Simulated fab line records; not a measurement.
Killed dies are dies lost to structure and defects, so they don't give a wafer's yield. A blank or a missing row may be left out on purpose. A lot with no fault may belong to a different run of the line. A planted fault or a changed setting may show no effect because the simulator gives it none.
fab line records	flow n5_finfet
record lots=7	wafers=39
route steps=1938 shown BEOL_M5@1160 BEOL_M7@1299 BEOL_M11@1536 BEOL_M14@1751 PASSIVATION@1930
start_h: the number of hours between the record's first day and the start of the first shown wafer of the lot	wait_h: how many hours have passed since the lot's step before this one	" repeats the value in the row above	L1.1+2: a row that stands for several wafers	- no value, or no start was given	* or withheld: withheld	< > ~ a bound
route shown NAME@n: names a module that has steps shown in the file, with the first one's number in the route	usual: average and standard deviation across the fault-free wafers	same: alike in all rows	chamber/n: place in a boat	sites: the reading at each site	_std_site: their standard deviation	_edge_site: outer sites' mean less inner sites'	radius_mm: for every site, how far away it sits from the centre of the wafer	mask NAME#n: copy n	behind: the tool/chamber that last shaped the wafer	hold: why the lot was held/for how many hours/how that ended	device: transistor that didn't switch, given as n, p or np	end of line: tests run on the same wafers once the route is complete	for a step that has no rows: nothing shown but its recipe	killed: count of dies lost to structure and defects at first sort (not the wafer's yield)	map: the dies of a wafer, with x for killed, . for not killed, _ for no die there
set.NAME: the setting that was run; set.NAME@STEP: the one run at that earlier step	model.NAME: the simulator's own value behind a step, which no gauge read
lots with deliberately changed settings; one table per step, one row per wafer
## steps
# step N5_BEOL_M5_TRENCH_ETCH_37
# recipe chemistry=C4F6/O2	target_depth_a=716.52	target=SiCOH_lowk	time_s=24.7	ion_energy_ev=250	pressure_mtorr=30	source_w=345	bias_w=185	Ar_flow_sccm=300	C4F6_flow_sccm=10	O2_flow_sccm=10
lot.wafer	tool	chamber	start_h	wait_h	set.target_depth_a	model.etch.depth_nm	model.BEOL_M5.feature_depth_nm
L074.1	rie_diel-03	1	-	-	534.2	54.12	54.2
L074.2	"	0	"	"	716.52	71.57	71.6
L074.3	"	3	"	"	534.2	52.76	52.8
L074.4	"	2	"	"	716.52	72.51	72.6
L074.5	"	0	"	"	534.2	53.27	53.2
L074.6	"	3	"	"	716.52	70.4	70.4
L078.1	rie_diel-06	0	-	-	497.6	48.7	48.8
L078.2	"	3	"	"	716.52	73.82	73.8
L078.3	"	1	"	"	716.52	71.1	71.2
L078.4	"	1	"	"	497.6	49.32	49.4
L078.5	"	0	"	"	716.52	70.35	70.4
L078.6	"	3	"	"	497.6	51.44	51.4
L081.1	rie_diel-03	2	-	-	912.8	91.49	91.4
L081.2	"	1	"	"	912.8	92.17	92.2
L081.3	"	0	"	"	716.52	69.75	69.8
L081.4	"	0	"	"	912.8	89.43	89.4
L081.5	"	2	"	"	716.52	72.57	72.6
L081.6	"	1	"	"	716.52	72.51	72.6
L085.1	rie_diel-06	1	-	-	1141	113.4	113.4
L085.2	"	2	"	"	1141	115.7	115.6
L085.3	"	0	"	"	716.52	69.3	69.2
L085.4	"	3	"	"	716.52	73.82	73.8
L085.5	"	3	"	"	716.52	74.13	74.2
L085.6	"	2	"	"	1141	114.9	114.8
L088.1	rie_diel-03	3	-	-	716.52	71.71	71.8
L088.2	"	2	"	"	716.52	72.36	72.4
L088.3	"	1	"	"	716.52	72.76	72.8
L088.4	"	0	"	"	716.52	71.49	71.4
L088.5	"	2	"	"	716.52	73.09	73
L088.6	"	1	"	"	716.52	72.35	72.4
L090.1	rie_diel-06	0	-	-	716.52	69.58	69.6
L090.2	"	3	"	"	716.52	73.83	73.8
L090.6	"	1	"	"	716.52	71.01	71
L097.1	rie_diel-05	3	-	-	716.52	70.46	70.4
L097.2	"	2	"	"	856.1	81.8	81.8
L097.3	"	1	"	"	716.52	72.37	72.4
L097.4	"	0	"	"	856.1	87.83	87.8
L097.5	"	2	"	"	716.52	68.29	68.2
L097.6	"	1	"	"	856.1	86.28	86.2
# step N5_BEOL_M5_ETCH_41
# recipe chemistry=CH3F/O2	target=SiCN	target_depth_a=315	taper_deg=2	time_s=56.7	ion_energy_ev=120	mask_material=TiN	pressure_mtorr=30	source_w=395	bias_w=75	Ar_flow_sccm=150	CH3F_flow_sccm=30	O2_flow_sccm=20
# step N5_BEOL_M5_STRIP_91
# recipe chemistry=N2/H2	time_s=10	power_w=450	temp_c=40	pressure_mtorr=20	rf_frequency_hz=6e+07	bias_power_w=7	n2_flow_sccm=200	h2_flow_sccm=200
# step N5_BEOL_M5_OCD_MEAS_38
# usual trench_depth_nm=71.4/1.7
lot.wafer	tool	chamber	start_h	wait_h	set.target_depth_a@BEOL_M5_TRENCH_ETCH_37	trench_depth_nm
L074.1	ocd-01	-	181.88	-	534.2	53.9
L074.2	"	-	"	"	716.52	71.4
L074.3	"	-	"	"	534.2	52.7
L074.4	"	-	"	"	716.52	72.8
L074.5	"	-	"	"	534.2	53.1
L074.6	"	-	"	"	716.52	70.5
L078.1	ocd-01	-	201.84	-	497.6	48.3
L078.2	"	-	"	"	716.52	74.4
L078.3	"	-	"	"	716.52	71.4
L078.4	"	-	"	"	497.6	49.2
L078.5	"	-	"	"	716.52	70.3
L078.6	"	-	"	"	497.6	51.5
L081.1	ocd-01	-	218.08	-	912.8	91.5
L081.2	"	-	"	"	912.8	92.5
L081.3	"	-	"	"	716.52	70.1
L081.4	"	-	"	"	912.8	89.5
L081.5	"	-	"	"	716.52	72.8
L081.6	"	-	"	"	716.52	72.5
L085.1	ocd-01	-	255.98	-	1141	113.4
L085.2	"	-	"	"	1141	116.0
L085.3	"	-	"	"	716.52	69.4
L085.4	"	-	"	"	716.52	73.9
L085.5	"	-	"	"	716.52	73.8
L085.6	"	-	"	"	1141	114.8
L088.1	ocd-01	-	272.29	-	716.52	71.4
L088.2	"	-	"	"	716.52	72.5
L088.3	"	-	"	"	716.52	72.7
L088.4	"	-	"	"	716.52	71.7
L088.5	"	-	"	"	716.52	73.4
L088.6	"	-	"	"	716.52	72.1
L090.1	ocd-02	-	274.93	-	716.52	69.7
L090.2	"	-	"	"	716.52	73.9
L090.6	"	-	"	"	716.52	71.0
L097.1	ocd-01	-	323.63	-	716.52	70.4
L097.2	"	-	"	"	856.1	81.1
L097.3	"	-	"	"	716.52	72.3
L097.4	"	-	"	"	856.1	87.9
L097.5	"	-	"	"	716.52	68.4
L097.6	"	-	"	"	856.1	86.2
# step N5_BEOL_M5_HM_STRIP_39
# recipe chemistry=peroxide_tin_strip	material=TiN	target_depth_a=250	temp_c=50	time_s=158
# step N5_BEOL_M5_SRD_40
# recipe time_s=30	temp_c=23	rinse_liquid=diw	dry=ipa_marangoni
# step N5_BEOL_M5_ECD_50
# recipe material=Cu	target_thk_a=3000
# step N5_BEOL_M5_ANNEAL_51
# recipe temp_c=225	time_s=90	ambient=N2
# step N5_BEOL_M5_CMP_52
# recipe stop_on=SiCOH_lowk	t_overpolish_s=6.9	down_force_psi=1	platen_rpm=50	clearing_platen_down_force_psi=1.5	clearing_platen_rpm=50	post_cmp_clean=cu_alkaline	target_thk_nm=62	clearing_platen_pad_velocity_m_s=0.99484	pad_velocity_m_s=0.99484
lot.wafer	tool	chamber	start_h	wait_h	set.target_depth_a@BEOL_M5_TRENCH_ETCH_37	model.Cu_of_BEOL_M5_ECD_50.thk_nm
L074.4	cmp-03	3	189.74	0.1	716.52	64.6
L074.2	"	0	"	"	716.52	62.8
L074.3	"	1	"	"	534.2	41.6
L074.1	"	2	"	"	534.2	46.2
L074.6	"	3	"	"	716.52	62.6
L074.5	"	0	"	"	534.2	43.4
L078.3+2	cmp-04	0,3	208.71	0.3	716.52	62.4
L078.1	"	1	"	"	497.6	36.8
L078.4	"	2	"	"	497.6	38.6
L078.5	"	0	"	"	716.52	60.2
L078.6	"	1	"	"	497.6	40.2
L081.3	cmp-01	3	225.09	0.2	716.52	57.8
L081.2	"	0	"	"	912.8	85.2
L081.1	"	1	"	"	912.8	81.2
L081.4	"	2	"	"	912.8	80.8
L081.6	"	3	"	"	716.52	60.4
L081.5	"	0	"	"	716.52	65
L085.4	cmp-03	0	262.86	0.1	716.52	65.8
L085.2	"	1	"	"	1141	104.6
L085.3	"	2	"	"	716.52	62.4
L085.1	"	3	"	"	1141	107.8
L085.6	"	0	"	"	1141	105.8
L085.5	"	1	"	"	716.52	63.6
L088.1	cmp-01	0	278.99	0.3	716.52	63
L088.2	"	1	"	"	716.52	62
L088.3+6	"	2,0	"	"	716.52	64.6
L088.4	"	3	"	"	716.52	61.4
L088.5	"	1	"	"	716.52	63.6
L090.2	cmp-04	0	282.22	0.2	716.52	64.4
L090.1	"	3	"	"	716.52	59.6
L090.6	"	0	"	"	716.52	60.2
L097.4	cmp-03	3	330.76	0.1	856.1	80.4
L097.3	"	0	"	"	716.52	63.4
L097.1	"	1	"	"	716.52	58.6
L097.2	"	2	"	"	856.1	73.2
L097.6	"	3	"	"	856.1	78.4
L097.5	"	0	"	"	716.52	59.8
# step N5_BEOL_M5_THK_MEAS_53
# recipe thk_meas_gauge=xrf	reads=Cu_of_BEOL_M5_ECD_50
# usual M5_THK=61.7/2.3
lot.wafer	tool	chamber	start_h	wait_h	set.target_depth_a@BEOL_M5_TRENCH_ETCH_37	M5_THK[nm]
L074.1	film_metro-02	-	190.03	-	534.2	46.1
L074.2	"	-	"	"	716.52	62.5
L074.3	"	-	"	"	534.2	41.6
L074.4	"	-	"	"	716.52	64.4
L074.5	"	-	"	"	534.2	43.4
L074.6	"	-	"	"	716.52	62.4
L078.1	film_metro-01	-	209.01	-	497.6	36.7
L078.2	"	-	"	"	716.52	62.6
L078.3	"	-	"	"	716.52	62.2
L078.4	"	-	"	"	497.6	38.5
L078.5	"	-	"	"	716.52	60.2
L078.6	"	-	"	"	497.6	40.1
L081.1	film_metro-01	-	225.39	-	912.8	81.5
L081.2	"	-	"	"	912.8	85.3
L081.3	"	-	"	"	716.52	57.9
L081.4	"	-	"	"	912.8	80.7
L081.5	"	-	"	"	716.52	65.6
L081.6	"	-	"	"	716.52	60.6
L085.1	film_metro-02	-	263.16	-	1141	106.9
L085.2	"	-	"	"	1141	103.9
L085.3	"	-	"	"	716.52	61.9
L085.4	"	-	"	"	716.52	65.8
L085.5	"	-	"	"	716.52	63.7
L085.6	"	-	"	"	1141	105.4
L088.1	film_metro-01	-	279.29	-	716.52	63.6
L088.2	"	-	"	"	716.52	62.5
L088.3	"	-	"	"	716.52	65.0
L088.4	"	-	"	"	716.52	61.8
L088.5	"	-	"	"	716.52	64.3
L088.6	"	-	"	"	716.52	65.0
L090.1	film_metro-02	-	282.52	-	716.52	59.3
L090.2	"	-	"	"	716.52	64.5
L090.6	"	-	"	"	716.52	60.0
L097.1	film_metro-01	-	331.06	-	716.52	58.9
L097.2	"	-	"	"	856.1	73.7
L097.3	"	-	"	"	716.52	64.1
L097.4	"	-	"	"	856.1	81.2
L097.5	"	-	"	"	716.52	60.4
L097.6	"	-	"	"	856.1	79.1
# step N5_BEOL_M7_DESCUM_33
# recipe chemistry=O2	time_s=7	source_power_w=50	bias_power_w=20	pressure_mtorr=20	rf_frequency_hz=2.712e+07	temp_c=40	resist=CAR-EUV	o2_flow_sccm=225
lot.wafer	tool	chamber	start_h	wait_h	set.time_s	model.CAR-EUV_of_BEOL_M7_COAT_22.thk_nm
L074.1	rie_diel-03	0	207.77	0.4	7	26.2
L074.2+3+4+6	"	1,2,2,0	"	"	7	26
L074.5	"	1	"	"	7	25.8
L078.1+2	rie_diel-05	3,2	222.64	0.3	7	26.2
L078.3+4+6	"	0,1,2	"	"	5.536	26.8
L078.5	"	1	"	"	7	26
L081.1+2+6	rie_diel-05	0,1,1	239.00	0.0	9.279	25
L081.3+5	"	3,0	"	"	7	26
L081.4	"	2	"	"	7	26.2
L085.1+4+5	rie_diel-05	3,2,3	275.46	0.5	7	26.2
L085.2+3+6	"	0,1,0	"	"	7	26
L088.1+2+4	rie_diel-05	2,0,3	292.81	0.1	7	26.2
L088.3	"	1	"	"	10.5	24.2
L088.5+6	"	0,3	"	"	10.5	24.4
L090.1+2	rie_diel-05	0,3	295.09	0.0	7	26
L090.6	"	3	"	"	7	26.2
L097.1	rie_diel-03	0	350.15	0.3	10.42	24.4
L097.2	"	1	"	"	10.42	24.2
L097.3+5	"	3	"	"	7	26.2
L097.4	"	0	"	"	10.42	24.6
L097.6	"	1	"	"	7	26
# step N5_BEOL_M11_ILD_DEP_00
# recipe material=SiCOH_lowk	target_thk_a=3085.1	temp_c=300	precursor=DEMS/porogen	pressure_torr=5	rf_w=500	time_s=58
lot.wafer	tool	chamber	start_h	wait_h	set.time_s	model.SiCOH_lowk_of_BEOL_M11_ILD_DEP_00.thk_nm
L074.1	pecvd-03	0	235.24	0.0	67.14	346.6
L074.2	"	2	"	"	67.14	351.4
L074.3	"	1	"	"	58	299.8
L074.4	"	1	"	"	58	309
L074.5	"	2	"	"	58	300.8
L074.6	"	0	"	"	67.14	354.2
L078.1	pecvd-01	0	253.30	0.0	58	303.4
L078.2	"	1	"	"	27.46	143.8
L078.3	"	2	"	"	58	301
L078.4	"	2	"	"	58	303.8
L078.5	"	1	"	"	27.46	142.4
L078.6	"	0	"	"	27.46	149
L081.1	pecvd-03	1	273.04	0.0	83.82	441.2
L081.2	"	0	"	"	83.82	432.2
L081.3	"	2	"	"	83.82	433.8
L081.4	"	1	"	"	58	310.8
L081.5	"	2	"	"	58	306
L081.6	"	0	"	"	58	302.4
L085.1	pecvd-03	0	306.30	0.0	58	300
L085.2	"	2	"	"	58	301.2
L085.3	"	1	"	"	58	299.2
L085.4	"	2	"	"	58	308
L085.5	"	0	"	"	58	303.6
L085.6	"	1	"	"	58	308.6
L088.1	pecvd-02	1	329.80	0.0	58	301.6
L088.2	"	0	"	"	58	311.2
L088.3	"	2	"	"	82.29	425
L088.4	"	2	"	"	82.29	430.4
L088.5	"	1	"	"	82.29	434.4
L088.6	"	0	"	"	58	311.8
L090.1	pecvd-02	0	330.52	0.0	58	308
L090.2	"	1	"	"	58	302
L090.6	"	1	"	"	58	307
L097.1	pecvd-02	2	386.53	0.0	58	291.2
L097.2	"	0	"	"	40.39	207.2
L097.3	"	1	"	"	58	298.6
L097.4	"	1	"	"	58	297.4
L097.5	"	2	"	"	40.39	204.6
L097.6	"	0	"	"	40.39	212.6
# step N5_BEOL_M11_CURE_71
# recipe temp_c=385	time_s=240	ambient=He/Ar	material=SiCOH_lowk
lot.wafer	tool	chamber	start_h	wait_h	set.time_s@BEOL_M11_ILD_DEP_00	model.SiCOH_lowk_of_BEOL_M11_ILD_DEP_00.thk_nm
L074.1	uv_cure-03	2	235.31	0.0	67.14	301.8
L074.2	"	2	"	"	67.14	306
L074.3	"	2	"	"	58	260.2
L074.4	"	2	"	"	58	268.4
L074.5	"	2	"	"	58	261.2
L074.6	"	2	"	"	67.14	308.6
L078.1	uv_cure-01	1	253.38	0.0	58	263.4
L078.2	"	1	"	"	27.46	123.6
L078.3	"	1	"	"	58	261.2
L078.4	"	1	"	"	58	264
L078.5	"	1	"	"	27.46	122.4
L078.6	"	1	"	"	27.46	128.2
L081.1	uv_cure-02	2	273.12	0.0	83.82	386.2
L081.2	"	2	"	"	83.82	378
L081.3	"	2	"	"	83.82	379.6
L081.4	"	2	"	"	58	270
L081.5	"	2	"	"	58	265.8
L081.6	"	2	"	"	58	262.6
L085.1	uv_cure-01	1	306.37	0.0	58	260.4
L085.2	"	1	"	"	58	261.6
L085.3	"	1	"	"	58	259.8
L085.4	"	1	"	"	58	267.4
L085.5	"	1	"	"	58	263.6
L085.6	"	1	"	"	58	268
L088.1	uv_cure-03	0	329.89	0.1	58	262
L088.2	"	0	"	"	58	270.4
L088.3	"	0	"	"	82.29	371.6
L088.4	"	0	"	"	82.29	376.4
L088.5	"	0	"	"	82.29	380
L088.6	"	0	"	"	58	270.8
L090.1	uv_cure-02	0	331.23	0.7	58	267.6
L090.2	"	0	"	"	58	262.2
L090.6	"	0	"	"	58	266.6
L097.1	uv_cure-01	1	386.95	0.4	58	252.8
L097.2	"	1	"	"	40.39	179
L097.3	"	1	"	"	58	259.2
L097.4	"	1	"	"	58	258.2
L097.5	"	1	"	"	40.39	176.6
L097.6	"	1	"	"	40.39	183.6
# step N5_BEOL_M11_THK_MEAS_01
# recipe reads=SiCOH_lowk_of_BEOL_M11_ILD_DEP_00
# usual M11_ILD_THK=264/4.2
lot.wafer	tool	chamber	start_h	wait_h	set.time_s@BEOL_M11_ILD_DEP_00	M11_ILD_THK[nm]
L074.1	film_metro-01	-	235.83	0.4	67.14	302
L074.2	"	-	"	"	67.14	306
L074.3	"	-	"	"	58	260
L074.4	"	-	"	"	58	269
L074.5	"	-	"	"	58	261
L074.6	"	-	"	"	67.14	309
L078.1	film_metro-01	-	253.89	0.4	58	263
L078.2	"	-	"	"	27.46	124
L078.3	"	-	"	"	58	261
L078.4	"	-	"	"	58	264
L078.5	"	-	"	"	27.46	122
L078.6	"	-	"	"	27.46	128
L081.1	film_metro-02	-	273.65	0.4	83.82	386
L081.2	"	-	"	"	83.82	378
L081.3	"	-	"	"	83.82	379
L081.4	"	-	"	"	58	270
L081.5	"	-	"	"	58	266
L081.6	"	-	"	"	58	262
L085.1	film_metro-01	-	306.89	0.4	58	260
L085.2	"	-	"	"	58	262
L085.3	"	-	"	"	58	260
L085.4	"	-	"	"	58	268
L085.5	"	-	"	"	58	263
L085.6	"	-	"	"	58	268
L088.1	film_metro-02	-	330.88	0.8	58	262
L088.2	"	-	"	"	58	270
L088.3	"	-	"	"	82.29	372
L088.4	"	-	"	"	82.29	377
L088.5	"	-	"	"	82.29	380
L088.6	"	-	"	"	58	271
L090.1	film_metro-02	-	331.75	0.4	58	267
L090.2	"	-	"	"	58	262
L090.6	"	-	"	"	58	266
L097.1	film_metro-02	-	387.46	0.4	58	253
L097.2	"	-	"	"	40.39	179
L097.3	"	-	"	"	58	259
L097.4	"	-	"	"	58	258
L097.5	"	-	"	"	40.39	177
L097.6	"	-	"	"	40.39	184
# step N5_BEOL_M14_ETCH_68
# recipe chemistry=N2/H2	target=SOC	mask_material=SiARC	source_w=3000	bias_w=350	temp_c=40	time_s=450	ion_energy_ev=200	pressure_mtorr=30	n2_flow_sccm=200	h2_flow_sccm=200
lot.wafer	tool	chamber	start_h	wait_h	set.target_depth_a	model.SiARC_of_BEOL_M14_COAT_66.thk_nm
L074.1+2	rie_diel-01	1,3	256.03	0.1	6245	78.8
L074.3	"	2	"	"	6245	79.8
L074.4	"	0	"	"	9000	63.8
L074.5	"	1	"	"	9000	64.2
L074.6	"	0	"	"	9000	63.6
L078.1+5	rie_diel-02	0,3	277.07	0.1	9000	64.4
L078.2	"	2	"	"	14280	40.8
L078.3	"	3	"	"	14280	37
L078.4	"	1	"	"	14280	38.4
L078.6	"	0	"	"	9000	64.8
L081.1+3+4	rie_diel-04	0,1,2	298.06	0.1	9000	64.2
L081.2	"	3	"	"	9000	65.2
L081.5	"	1	"	"	9000	64.6
L081.6	"	2	"	"	9000	64.4
L085.1	rie_diel-04	1	330.72	0.1	9000	64.2
L085.2	"	0	"	"	9000	63.8
L085.3	"	2	"	"	4519	86.8
L085.4+6	"	0,1	"	"	4519	87.2
L085.5	"	2	"	"	9000	63.6
L088.1	rie_diel-02	3	351.78	0.1	9000	64.4
L088.2	"	1	"	"	9000	64.6
L088.3+6	"	0,3	"	"	9000	65
L088.4	"	2	"	"	9000	66
L088.5	"	2	"	"	9000	66.2
L090.1	rie_diel-02	2	364.55	0.1	9000	67.2
L090.2	"	0	"	"	9000	65.4
L090.6	"	1	"	"	9000	65.2
L097.1+4	rie_diel-04	0,3	409.45	0.1	9000	64.4
L097.2+5	"	1,2	"	"	10490	57.4
L097.3	"	2	"	"	10490	57.2
L097.6	"	3	"	"	9000	64.8
# step N5_PASSIVATION_ETCH_54
# recipe chemistry=CHF3/O2	target=SiO2	target_depth_a=8800	CHF3_flow_sccm=50	O2_flow_sccm=5	Ar_flow_sccm=200	time_s=440	mask_material=PR	pressure_mtorr=30	source_w=650	bias_w=170	ion_energy_ev=200
lot.wafer	tool	chamber	start_h	wait_h	set.target_depth_a	model.PASSIVATION.feature_depth_nm	model.etch.depth_nm
L074.1	rie_diel-01	1	283.20	0.1	8800	870.2	870.3
L074.2	"	3	"	"	8800	877.2	877.2
L074.3	"	0	"	"	8800	895.2	895.1
L074.4	"	2	"	"	8800	868	867.9
L074.5	"	0	"	"	8800	895.4	895.3
L074.6	"	3	"	"	8800	879.4	879.4
L078.1	rie_diel-02	0	296.73	0.1	8800	899.4	899.4
L078.2	"	1	"	"	8800	881	881
L078.3	"	2	"	"	8800	825.4	825.3
L078.4	"	3	"	"	8800	887.8	887.9
L078.5	"	1	"	"	8800	880.4	880.4
L078.6	"	0	"	"	8800	897.6	897.6
L081.1	rie_diel-04	0	317.35	0.1	6055	629.8	629.9
L081.2	"	2	"	"	8800	895	895
L081.3	"	1	"	"	8800	865	865
L081.4	"	1	"	"	8800	868.8	868.8
L081.5	"	0	"	"	6055	626.8	626.9
L081.6	"	2	"	"	6055	607.6	607.5
L085.1	rie_diel-02	3	351.04	0.1	8800	888	888
L085.2	"	1	"	"	8800	880.6	880.6
L085.3	"	2	"	"	8800	816.8	816.8
L085.4	"	0	"	"	8800	876.6	876.6
L085.5	"	0	"	"	8800	880	880.1
L085.6	"	3	"	"	8800	891.2	891.2
L088.1	rie_diel-01	0	378.10	0.1	11800	1188	1188
L088.2	"	3	"	"	8800	891	891.1
L088.3	"	1	"	"	8800	879.2	879.2
L088.4	"	2	"	"	11800	1159	1159
L088.5	"	1	"	"	8800	871.4	871.5
L088.6	"	0	"	"	11800	1183	1183
L090.1	rie_diel-02	1	391.37	0.1	8800	867.6	867.6
L090.2	"	0	"	"	8800	872.2	872.2
L090.6	"	2	"	"	8800	824	824
L097.1	rie_diel-04	1	439.59	0.1	4980	492.2	492.3
L097.2	"	2	"	"	4980	497.8	497.8
L097.3	"	3	"	"	8800	898.8	898.8
L097.4	"	0	"	"	8800	920	920.1
L097.5	"	3	"	"	4980	509.2	509.2
L097.6	"	0	"	"	8800	917.4	917.5
## key
split step=N5_BEOL_M5_TRENCH_ETCH_37	setting=target_depth_a	stated=716.52	by=wafer
response step=N5_BEOL_M5_TRENCH_ETCH_37	reading=model.etch.depth_nm	change=+0.716	per=1%	r=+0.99
response step=N5_BEOL_M5_TRENCH_ETCH_37	reading=model.BEOL_M5.feature_depth_nm	change=+0.716	per=1%	r=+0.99
response step=N5_BEOL_M5_OCD_MEAS_38	reading=trench_depth_nm	change=+0.72	per=1%	r=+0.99
response step=N5_BEOL_M5_CMP_52	reading=model.Cu_of_BEOL_M5_ECD_50.thk_nm	change=+0.741	per=1%	r=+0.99
response step=N5_BEOL_M5_THK_MEAS_53	reading=M5_THK	change=+0.736	per=1%	r=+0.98
split step=N5_BEOL_M7_DESCUM_33	setting=time_s	stated=7	by=wafer
response step=N5_BEOL_M7_DESCUM_33	reading=model.CAR-EUV_of_BEOL_M7_COAT_22.thk_nm	change=-0.0355	per=1%	r=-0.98
split step=N5_BEOL_M11_ILD_DEP_00	setting=time_s	stated=58	by=wafer
response step=N5_BEOL_M11_ILD_DEP_00	reading=model.SiCOH_lowk_of_BEOL_M11_ILD_DEP_00.thk_nm	change=+2.94	per=1%	r=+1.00
response step=N5_BEOL_M11_CURE_71	reading=model.SiCOH_lowk_of_BEOL_M11_ILD_DEP_00.thk_nm	change=+2.6	per=1%	r=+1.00
response step=N5_BEOL_M11_THK_MEAS_01	reading=M11_ILD_THK	change=+2.6	per=1%	r=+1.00
split step=N5_BEOL_M14_ETCH_68	setting=target_depth_a	stated=9000	by=wafer
response step=N5_BEOL_M14_ETCH_68	reading=model.SiARC_of_BEOL_M14_COAT_66.thk_nm	change=-0.456	per=1%	r=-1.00
split step=N5_PASSIVATION_ETCH_54	setting=target_depth_a	stated=8800	by=wafer
response step=N5_PASSIVATION_ETCH_54	reading=model.PASSIVATION.feature_depth_nm	change=+8.94	per=1%	r=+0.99
response step=N5_PASSIVATION_ETCH_54	reading=model.etch.depth_nm	change=+8.94	per=1%	r=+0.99
